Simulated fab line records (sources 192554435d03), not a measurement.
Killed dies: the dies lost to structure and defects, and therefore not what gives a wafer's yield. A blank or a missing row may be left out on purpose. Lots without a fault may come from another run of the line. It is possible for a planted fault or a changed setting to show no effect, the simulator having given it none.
Problem report in the 8D (eight disciplines) form, filled by code | flow n5-finfet | the parts of the form that need people (team, actions taken, sign-off) are left out

## 1. THE ISSUE
rf-fwd-power-W at N5_BEOL_M8_VIA_ETCH_34 reads a mean of 423.8 W on 9 wafers of 3 lots; wafers without a fault read 341.7 W with a standard deviation of 1.2. Measured from the usual mean, that is +68 standard deviations.
The step: etches SiCOH lowk in C4F6/O2, target depth 125.5 nm, time 50.5 s.
First seen on wafer L746.3, day 10 18:52, on rie-diel-06. The record holds 21 wafers of 7 lots with a number at this step. Rule for "out", or "out of limits": more than 4 standard deviations from the usual mean. The rest of the wafers with a number are treated as sound.

## 2. WHAT IT IS, AND WHAT IT ISN'T
question                    | is                       | is not
which readings at this step | rf-fwd-power-W, rf-vpp-V | C4F6_flow_sccm, drypump-motor-current-A, mfc-ar-sccm, showerhead-plenum-p-Torr, throttle-valve-pct
which lots                  | L746, L748, L753         | L743, L745, L750, L762
which wafers of those lots  | all that have a number   | -
read on which tools         | rie-diel-06              | rie-diel-05
when                        | from day 10 18:52        | up to then (6 sound wafers); but 6 sound wafers of L750, L762 came after

## 3. SUSPECTS, AND WHAT RULES EACH OUT
Counting: any tool at a process step up to the reading is kept as a suspect provided that every lot that is out went through it and no sound lot did after the first of them.
- rie-diel-06 at N5_BEOL_M8_DESCUM_33 (chemistry O2, time 7 s): kept. It ran every lot that is out, first L746 (day 10 18:41), and no sound lot after that; its last sound lot up to then is L745 (day 10 07:58).
- rie-diel-06 at N5_BEOL_M8_ETCH_72 (etches underlayer in N2/H2, target depth 6.5 nm, time 5.2 s): kept. It ran every lot that is out, first L746 (day 10 18:44), and no sound lot after that; its last sound lot up to then is L745 (day 10 08:01).
- rie-diel-06 at N5_BEOL_M8_ETCH_65 (etches SiARC in CF4, target depth 15.6 nm, time 26 s): kept. It ran every lot that is out, first L746 (day 10 18:44), and no sound lot after that; its last sound lot up to then is L745 (day 10 08:01).
- rie-diel-06 at N5_BEOL_M8_ETCH_66 (etches SOC in N2/H2, target depth 80 nm, overetch 16 nm, time 120 s): kept. It ran every lot that is out, first L746 (day 10 18:46), and no sound lot after that; its last sound lot up to then is L745 (day 10 08:03).
- rie-diel-06 at N5_BEOL_M8_VIA_ETCH_34 (etches SiCOH lowk in C4F6/O2, target depth 125.5 nm, time 50.5 s): kept. It ran every lot that is out, first L746 (day 10 18:52), and no sound lot after that; its last sound lot up to then is L745 (day 10 08:09). Out on those wafers are its own readings of rf-fwd-power-W, rf-vpp-V.
Left after counting: rie-diel-06 at N5_BEOL_M8_DESCUM_33, rie-diel-06 at N5_BEOL_M8_ETCH_72, rie-diel-06 at N5_BEOL_M8_ETCH_65, rie-diel-06 at N5_BEOL_M8_ETCH_66, rie-diel-06 at N5_BEOL_M8_VIA_ETCH_34.

## 4. THE CAUSE (what the simulator had put in)
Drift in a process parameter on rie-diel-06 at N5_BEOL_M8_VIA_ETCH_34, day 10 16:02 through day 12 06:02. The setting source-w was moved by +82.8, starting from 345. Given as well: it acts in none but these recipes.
5 suspects survive the count, and this tool is in that group.

## 5. SEQUENCE OF EFFECTS, ordered by route
One row per reading whose mean, taken over the struck wafers that have a number, lies over 3 standard deviations from the usual. Only readings whose record carries a usual standard deviation are examined. hours: median over the lots of the time between each lot's start at the first step of this table that gives one and its start at this step. sigmas: the change, counted in usual standard deviations.
hours | step                   | reading        | usual   | on struck wafers | change | sigmas
0     | N5_BEOL_M8_VIA_ETCH_34 | rf-fwd-power-W | 341.7 W | 423.8            | +82.1  | +68
0     | N5_BEOL_M8_VIA_ETCH_34 | rf-vpp-V       | 667 V   | 596              | -71    | -5.9
It contains these process steps:
- N5_BEOL_M8_VIA_ETCH_34: etches SiCOH lowk in C4F6/O2, target depth 125.5 nm, time 50.5 s.

## 6. WHAT WOULD HAVE CAUGHT IT SOONER
3 hours passed between the start of the fault at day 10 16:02 and the first reading out of limits in this record, taken at day 10 18:52.
